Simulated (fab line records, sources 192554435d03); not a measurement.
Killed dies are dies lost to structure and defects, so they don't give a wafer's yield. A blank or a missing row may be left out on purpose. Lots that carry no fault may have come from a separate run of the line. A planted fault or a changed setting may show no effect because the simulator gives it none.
Split-lot experiment -- flow n5_finfet -- 21 wafers read from 7 lots, route of 1938 steps

## ON THE SPLIT
At N5_BEOL_M9_COAT_05 (resist thk 90 nm), the setting spin_rpm was moved away from the recipe's 1500 rpm on 6 of the 21 wafers read, by -9.3% to +10.5%. This setting was run at the recipe's value on the other wafers.

Reading taken at the split's own step.

## THE READING
CAR-ArF_of_BEOL_M9_COAT_05.thk_nm (the simulator's own value, which no gauge read), in nm, at N5_BEOL_M9_COAT_05 (resist thk 90 nm). The file gives no usual value for it. Here, 15 wafers ran the recipe; their average is 90.1 nm with a standard deviation of 0.36 nm.

wafer,"tool, chamber at the split","spin_rpm as run, rpm",against the recipe,"CAR-ArF_of_BEOL_M9_COAT_05.thk_nm, nm",against lot-mates on the recipe
L076.3,"litho_track-02, 0",1500,recipe,89.6,-
L076.6,"litho_track-02, 0",1500,recipe,89.6,-
L076.4,"litho_track-02, 0",1500,recipe,89.4,-
L078.2,"litho_track-02, 0",1657,+10.5%,85.8,-4.4
L078.3,"litho_track-02, 0",1500,recipe,90.2,-
L078.5,"litho_track-02, 0",1657,+10.5%,85.6,-4.6
L081.1,"litho_track-05, 0",1374,-8.4%,94.2,+4.4
L081.5,"litho_track-05, 0",1500,recipe,89.8,-
L081.6,"litho_track-05, 0",1374,-8.4%,94.4,+4.6
L082.1,"litho_track-05, 0",1500,recipe,90.2,-
L082.4,"litho_track-05, 0",1500,recipe,90.2,-
L082.5,"litho_track-05, 0",1500,recipe,90,-
L083.1,"litho_track-04, 0",1500,recipe,90.2,-
L083.4,"litho_track-04, 0",1500,recipe,90.2,-
L083.6,"litho_track-04, 0",1500,recipe,90.2,-
L088.1,"litho_track-04, 0",1361,-9.3%,94.8,+4.6
L088.2,"litho_track-04, 0",1500,recipe,90.2,-
L088.6,"litho_track-04, 0",1361,-9.3%,95,+4.8
L093.1,"litho_track-05, 0",1500,recipe,90.4,-
L093.4,"litho_track-05, 0",1500,recipe,90.8,-
L093.5,"litho_track-05, 0",1500,recipe,90.6,-

FIT RESULTS
A straight line over all 21 wafers: CAR-ArF_of_BEOL_M9_COAT_05.thk_nm changes by -0.47 nm for each +1% of spin_rpm; r = -0.99; the points scatter about the line by 0.38 nm.
The same after taking each lot's own level away (the mean of its wafers on the recipe; 21 wafers): -0.48 nm for each +1%; r = -1.00; scatter 0.23 nm.
The reading moves by 5 nm for the largest change in spin_rpm, on that fit.
From 89.53 to 90.60 nm: that is the span of the lots' own levels, equal to 2.9 times the standard deviation above.
The two slopes agree, so the slope changes little with the lot-to-lot level.
Check: for one of the wafers moved furthest among these (+10.5%), held out of the fit, the line's prediction against its lot-mates is -5.1 nm. Against them it came out at -4.4 nm.

## ADDITIONAL SPLITS CARRIED BY THESE WAFERS
Before the reading, these wafers also passed through other splits. Each is held against what the fit with the lots' levels taken away leaves over:
other split on the same wafers,wafers away from the commonest value,r with CAR-ArF_of_BEOL_M9_COAT_05.thk_nm (lot level and that fit taken away)
N5_BEOL_M6_COAT_64 spin_rpm,8,-0.03
N5_BEOL_M7_ILD_DEP_00 time_s,7,-0.04
N5_BEOL_M7_DESCUM_33 time_s,7,+0.38

## THE FILE'S OWN FIT
CAR-ArF_of_BEOL_M9_COAT_05.thk_nm changes by -0.483 nm for each +1% of spin_rpm, r = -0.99.
